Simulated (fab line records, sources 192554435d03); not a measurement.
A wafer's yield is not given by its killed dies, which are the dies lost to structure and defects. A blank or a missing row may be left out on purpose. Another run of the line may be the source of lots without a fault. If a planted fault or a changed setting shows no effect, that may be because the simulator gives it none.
Split-lot experiment    flow n5 finfet    7 lots, 21 wafers read, on a route of 1938 steps

## THE SPLIT ITSELF
At N5_BEOL_M10_COAT_22 (resist thk 90 nm), the setting spin rpm was moved away from the recipe's 1500 rpm on 4 of the 21 wafers read, by -7.7% to +7.9%. This setting was run at the recipe's value on the other wafers.

## THE PATH FROM SPLIT TO READING: the file shows 1 step between them
- N5_BEOL_M10_PEB_26: peb time 60 s (also split here: peb time s)

## THE READING
CAR-ArF_of_BEOL_M10_COAT_22.thk nm (the simulator's own value, which no gauge read), in nm, at N5_BEOL_M10_DEVELOP_27 (develop time 30 s). No usual value for it is given in the file. Across the 17 wafers here that went through the recipe, the average is 88.1 nm and the standard deviation 0.25 nm.

wafer   tool, chamber at the split  spin rpm as run, rpm  against the recipe  CAR-ArF_of_BEOL_M10_COAT_22.thk nm, nm  against lot-mates on the recipe
L075.1  litho track-02, 0           1500                  recipe              87.8                                    -
L075.2  litho track-02, 0           1500                  recipe              88                                      -
L075.5  litho track-02, 0           1500                  recipe              88.2                                    -
L079.2  litho track-02, 0           1431                  -4.6%               90.6                                    +2.0
L079.3  litho track-02, 0           1500                  recipe              88.6                                    -
L079.4  litho track-02, 0           1500                  recipe              88.6                                    -
L078.1  litho track-02, 0           1500                  recipe              87.8                                    -
L078.2  litho track-02, 0           1500                  recipe              88                                      -
L078.5  litho track-02, 0           1500                  recipe              88                                      -
L085.1  litho track-01, 0           1500                  recipe              88.2                                    -
L085.5  litho track-01, 0           1500                  recipe              88                                      -
L085.6  litho track-01, 0           1500                  recipe              87.8                                    -
L090.2  litho track-05, 0           1500                  recipe              88.2                                    -
L090.6  litho track-05, 0           1500                  recipe              88.2                                    -
L090.5  litho track-05, 0           1500                  recipe              88                                      -
L096.1  litho track-02, 0           1500                  recipe              88.2                                    -
L096.6  litho track-02, 0           1500                  recipe              88.2                                    -
L096.4  litho track-02, 0           1384                  -7.7%               92                                      +3.8
L097.1  litho track-02, 0           1500                  recipe              88.6                                    -
L097.2  litho track-02, 0           1619                  +7.9%               85.2                                    -3.4
L097.4  litho track-02, 0           1619                  +7.9%               85.2                                    -3.4

FIT RESULTS
A straight line over all 21 wafers: CAR-ArF_of_BEOL_M10_COAT_22.thk nm changes by -0.426 nm for each +1% of spin rpm; r = -0.98; the points scatter about the line by 0.31 nm.
The same after taking each lot's own level away (the mean of its wafers on the recipe; 21 wafers): -0.448 nm for each +1%; r = -1.00; scatter 0.14 nm.
According to that fit, moving spin rpm by its largest amount changes the reading by 3.6 nm.
Across the lots, their own levels run from 87.93 to 88.60 nm, a range of 2.6 times the standard deviation given above.
So the lot-to-lot level changes the slope little: the two slopes agree.
Check: -3.59 nm against its lot-mates is what the line predicts for one of the wafers moved furthest among these (+7.9%) when that wafer is left out of the fit. It came out at -3.4 nm against them.

## THESE WAFERS: OTHER SPLITS
Note: prior to the reading, these wafers also went through further splits. Each is held against what the fit with the lots' levels taken away leaves over:
other split on the same wafers  wafers away from the commonest value  r with CAR-ArF_of_BEOL_M10_COAT_22.thk nm (lot level and that fit taken away)
N5_BEOL_M8_COAT_71 spin rpm     3                                     +0.11
N5_BEOL_M9_COAT_05 spin rpm     10                                    -0.05
N5_BEOL_M10_PEB_26 peb time s   8                                     -0.02

## THE WHOLE CHAIN: every reading that the file lists as answering this split, in the file's order
step                    what it does       reading                                                                              change (the file's fit)                r (the file's)
N5_BEOL_M10_COAT_22     resist thk 90 nm   CAR-ArF_of_BEOL_M10_COAT_22.thk nm (the simulator's own value, which no gauge read)  -0.47 nm for each +1% of the setting   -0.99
N5_BEOL_M10_DEVELOP_27  develop time 30 s  CAR-ArF_of_BEOL_M10_COAT_22.thk nm (the simulator's own value, which no gauge read)  -0.456 nm for each +1% of the setting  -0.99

## THE FILE'S OWN FIT
CAR-ArF_of_BEOL_M10_COAT_22.thk nm changes by -0.456 nm for each +1% of spin rpm, r = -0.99.
